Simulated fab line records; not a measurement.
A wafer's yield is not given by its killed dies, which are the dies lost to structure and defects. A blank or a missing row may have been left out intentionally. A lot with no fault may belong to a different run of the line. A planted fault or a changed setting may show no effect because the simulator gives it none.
Matching of chambers | flow n5 finfet | N5_BEOL_M7_ALD_77 on ald metal-02 has 4 sister chambers
The step deposits TaN, target thk 2 nm, pulse time 2 s, purge time 3 s. 20 wafers are shown with their chamber, then 10 later ones without.

== WAFERS PAIRED WITH THEIR CHAMBERS ==
wafer  | chamber | heater power w (W) | heater power outer w (W)
L075.2 | 2       | 499                | 246
L075.5 | 2       | 493                | 254
L075.6 | 3       | 504                | 285
L076.1 | 3       | 507                | 288
L076.2 | 1       | 524                | 289
L076.4 | 2       | 487                | 246
L079.1 | 1       | 537                | 295
L079.3 | 3       | 491                | 276
L079.4 | 2       | 491                | 246
L082.2 | 3       | 501                | 270
L082.4 | 2       | 496                | 252
L082.5 | 3       | 482                | 279
L083.1 | 3       | 499                | 280
L083.4 | 0       | 386                | 212
L083.5 | 0       | 391                | 217
L087.1 | 0       | 381                | 217
L087.5 | 3       | 502                | 280
L087.6 | 2       | 488                | 249
L093.3 | 0       | 388                | 218
L093.5 | 0       | 381                | 221

SIGNATURES, as means of the wafers listed above
reading              | chamber 0 | chamber 1 | chamber 2 | chamber 3 | scatter within a chamber
heater power w       | 385.40    | 530.50    | 492.33    | 498.00    | 6.69
heater power outer w | 217.00    | 292.00    | 248.83    | 279.71    | 4.52
Rule: for a wafer and a chamber, the distance is found by dividing, reading by reading, the gap between the wafer's reading and the chamber's mean by the reading's scatter, squaring, summing and taking the root. If the next closest chamber is less than 2 further off than the closest, the wafer can't be placed; otherwise it belongs to the closest. The scatter: take each reading less its chamber's mean, square it, sum over the shown wafers, divide by the number of wafers less the number of chambers, and take the root.

== WAFERS WITHOUT THEIR CHAMBER ==
wafer  | heater power w (W) | heater power outer w (W)
L093.6 | 485                | 245
L096.2 | 377                | 219
L096.4 | 521                | 293
L096.5 | 529                | 294
L097.3 | 527                | 286
L097.5 | 531                | 295
L097.6 | 505                | 244
L091.3 | 495                | 276
L091.4 | 369                | 221
L091.5 | 540                | 298

== THE CHAMBER EACH PASSED THROUGH ==
wafer  | from the rows above | in truth
L093.6 | 2                   | 2
L096.2 | 0                   | 0
L096.4 | 1                   | 1
L096.5 | 1                   | 1
L097.3 | 1                   | 1
L097.5 | 1                   | 1
L097.6 | 2                   | 2
L091.3 | 3                   | 3
L091.4 | 0                   | 0
L091.5 | 1                   | 1
10 of 10 placed correctly. Left unplaced by these rows: 0. Number placed wrongly: 0.
